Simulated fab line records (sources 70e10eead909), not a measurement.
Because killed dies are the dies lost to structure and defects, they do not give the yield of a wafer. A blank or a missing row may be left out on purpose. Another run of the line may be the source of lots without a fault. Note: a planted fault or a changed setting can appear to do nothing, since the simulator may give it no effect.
Which tool is to blame?    flow nandHarc    24 lots with 72 wafers sampled at 3 steps, on a route of 1159 steps

== WHAT THE GAUGES READ, wafer by wafer ==
NHARC_A_ONON_D1_THK_MEAS_27: measures by ellipsometry. Usual: thkNm reads 995 nm (standard deviation 7.3).
lot   measured      on            thkNm (nm)      flag
L074  day 8 04:10   filmMetro-02  1003 1003 1004  
L077  day 8 14:13   filmMetro-01  982 983 981     
L075  day 8 14:13   filmMetro-02  998 1000 999    
L076  day 8 14:14   filmMetro-01  998 999 999     
L079  day 9 01:43   filmMetro-01  1007 1003 1004  
L078  day 9 01:45   filmMetro-02  1005 1004 1004  
L080  day 9 09:35   filmMetro-02  997 998 999     
L081  day 9 09:35   filmMetro-01  995 994 994     
L082  day 10 00:48  filmMetro-01  990 991 992     
L083  day 10 00:49  filmMetro-01  996 996 997     
L084  day 10 22:44  filmMetro-01  1004 1003 1004  
L085  day 10 22:49  filmMetro-02  986 985 987     
L087  day 11 10:40  filmMetro-02  986 984 985     
L088  day 11 10:47  filmMetro-01  1001 1002 1000  
L086  day 11 11:01  filmMetro-01  993 994 992     
L089  day 11 18:43  filmMetro-02  993 993 994     
L090  day 11 18:57  filmMetro-02  1001 1003 1001  
L092  day 12 01:44  filmMetro-02  984 984 985     
L091  day 12 01:44  filmMetro-01  1004 1003 1004  
L094  day 12 12:58  filmMetro-02  987 986 987     
L093  day 12 13:00  filmMetro-01  983 984 985     
L095  day 13 04:23  filmMetro-02  993 995 994     
L097  day 13 11:21  filmMetro-01  1000 1002 1003  
L096  day 13 19:04  filmMetro-02  990 991 990     

NHARC_A_CHANNEL_HOLE_D1_CD_MEAS_30. Usual: cdNm reads 89.8 nm (standard deviation 1.2).
lot   measured      on        cdNm (nm)       flag
L074  day 8 15:41   cdSem-02  90.0 91.9 89.3  
L077  day 9 01:35   cdSem-03  88.2 87.6 88.6  
L075  day 9 02:13   cdSem-02  91.1 91.0 92.9  
L076  day 9 05:45   cdSem-02  89.5 88.7 87.7  
L079  day 9 13:17   cdSem-01  87.7 87.7 88.7  
L078  day 9 13:53   cdSem-01  90.8 92.0 92.1  
L080  day 9 21:54   cdSem-02  87.2 88.2 89.0  
L081  day 9 21:41   cdSem-01  89.2 90.3 90.1  
L082  day 10 11:56  cdSem-01  90.0 90.0 87.9  
L083  day 10 12:50  cdSem-03  90.0 90.2 90.0  
L084  day 11 09:55  cdSem-02  89.0 91.0 90.9  
L085  day 11 09:36  cdSem-03  88.6 90.1 88.6  
L087  day 11 21:24  cdSem-01  88.6 89.6 88.2  
L088  day 11 21:34  cdSem-03  89.9 91.0 91.5  
L086  day 12 01:34  cdSem-02  89.1 87.8 88.6  
L089  day 12 07:26  cdSem-02  87.5 88.9 87.9  
L090  day 12 09:20  cdSem-02  92.3 89.8 91.2  
L092  day 12 13:30  cdSem-03  91.9 91.1 90.4  
L091  day 12 13:57  cdSem-01  88.8 89.4 90.1  
L094  day 12 23:46  cdSem-03  88.0 88.1 88.4  
L093  day 13 00:35  cdSem-03  91.3 90.6 91.4  
L095  day 13 15:47  cdSem-01  90.1 87.9 90.1  
L097  day 13 22:49  cdSem-02  89.3 88.9 91.5  
L096  day 14 06:07  cdSem-03  90.0 89.3 89.1  

== WHAT TOOL EACH LOT RAN ON (gives the tool, then ch and the chambers of the sampled wafers, and finally the start) ==
lot   NHARC_A_CHANNEL_HOLE_D1_ETCH_44
L074  rieDiel-05 ch 0,2,3, day 8 14:44
L077  rieDiel-08 ch 1,2, day 9 00:48
L075  rieDiel-05 ch 2,3, day 9 01:24
L076  rieDiel-08 ch 0,1,3, day 9 04:57
L079  rieDiel-08 ch 1,2,3, day 9 12:30
L078  rieDiel-05 ch 0,1,2, day 9 13:05
L080  rieDiel-08 ch 1,2,3, day 9 21:05
L081  rieDiel-03 ch 0,1,3, day 9 20:54
L082  rieDiel-05 ch 0,1,3, day 10 11:08
L083  rieDiel-08 ch 0,3, day 10 12:01
L084  rieDiel-03 ch 1,2, day 11 09:07
L085  rieDiel-08 ch 0,2,3, day 11 08:49
L087  rieDiel-08 ch 1,3, day 11 20:36
L088  rieDiel-05 ch 0,2,3, day 11 20:47
L086  rieDiel-08 ch 0,2,3, day 12 00:46
L089  rieDiel-03 ch 0,1,2, day 12 06:38
L090  rieDiel-03 ch 0,1,3, day 12 08:32
L092  rieDiel-05 ch 0,1, day 12 12:41
L091  rieDiel-08 ch 0,1,2, day 12 13:09
L094  rieDiel-08 ch 0,1,2, day 12 22:59
L093  rieDiel-03 ch 2,3, day 12 23:47
L095  rieDiel-03 ch 0,2,3, day 13 14:59
L097  rieDiel-03 ch 0,3, day 13 22:01
L096  rieDiel-03 ch 2,3, day 14 05:19
- NHARC_A_CHANNEL_HOLE_D1_ETCH_44: etches the open film in CF4/O2, target depth 140 nm, overetch 14 nm, time 77 s.

== WHAT THE TOOLS THEMSELVES READ (means of the sampled wafers that have a number; where no wafer has one, the mark that the record gives instead) ==
NHARC_A_CHANNEL_HOLE_D1_ETCH_44. Usual: drypumpMotorCurrentA 5.7 A, standard deviation 0.5; oesProductAu 1.000 a.u., standard deviation 0.012; rfFwdPowerW 297.7 W, standard deviation 1.1; rfVppV 198.2 V, standard deviation 1.3; showerheadPlenumPTorr 1.36 Torr, standard deviation 0.052; throttleValvePct 13.397 %, standard deviation 0.0088.
lot   tool        drypumpMotorCurrentA (A)  oesProductAu (a.u.)  rfFwdPowerW (W)  rfVppV (V)  showerheadPlenumPTorr (Torr)  throttleValvePct (%)  flag
L074  rieDiel-05  5.7                       1.009                297.4            198.1       1.35                          13.395                
L077  rieDiel-08  6.3                       1.000                298.3            198.2       1.37                          13.391                
L075  rieDiel-05  5.6                       1.013                297.7            198.8       1.35                          13.399                
L076  rieDiel-08  6.2                       1.001                296.6            200.0       1.41                          13.399                
L079  rieDiel-08  6.3                       1.002                297.5            199.2       1.40                          13.395                
L078  rieDiel-05  5.4                       0.996                298.6            197.7       1.36                          13.395                
L080  rieDiel-08  6.3                       0.999                297.6            199.4       1.40                          13.396                
L081  rieDiel-03  5.3                       0.993                296.4            197.6       1.34                          13.401                
L082  rieDiel-05  5.6                       1.013                299.4            198.3       1.35                          13.389                
L083  rieDiel-08  6.2                       1.005                296.4            199.2       1.41                          13.391                
L084  rieDiel-03  5.6                       0.995                299.5            196.7       1.29                          13.398                
L085  rieDiel-08  6.2                       1.004                296.7            199.2       1.38                          13.402                
L087  rieDiel-08  6.3                       0.993                296.8            199.1       1.42                          13.394                
L088  rieDiel-05  5.7                       0.990                298.0            197.9       1.35                          13.398                
L086  rieDiel-08  6.2                       1.001                296.0            199.0       1.38                          13.400                
L089  rieDiel-03  5.5                       1.004                297.8            198.1       1.32                          13.394                
L090  rieDiel-03  5.3                       0.991                297.8            197.7       1.34                          13.390                
L092  rieDiel-05  5.3                       1.009                298.6            198.6       1.36                          13.390                
L091  rieDiel-08  6.2                       0.984                297.6            198.4       1.38                          13.394                
L094  rieDiel-08  6.2                       0.992                297.7            200.0       1.38                          13.392                
L093  rieDiel-03  5.2                       1.002                298.0            196.8       1.26                          13.390                
L095  rieDiel-03  5.1                       0.987                298.3            197.1       1.29                          13.385                
L097  rieDiel-03  4.9                       0.997                296.5            197.6       1.30                          13.402                
L096  rieDiel-03  5.0                       0.992                297.2            196.3       1.27                          13.395                

== THE ANSWER, worked out from the rows above alone ==
Rule: a lot counts as off when the mean over its wafers that have a number is more than 3 standard deviations away from the usual mean. A lot without any number at a reading at which 4 lots or more have one is off too. Where the step has rows for the other lots, those lots are counted as sound. First the gauges in route order, then the tools' own readings, where a lot's mean is used as printed above. The first step at which some lot is off is used, and at that step the reading that is off furthest; a lot without a number counts as furthest.
No lot is off on any of the readings shown, so nothing can be concluded from this.

== WHAT THE SIMULATOR HAD INSERTED ==
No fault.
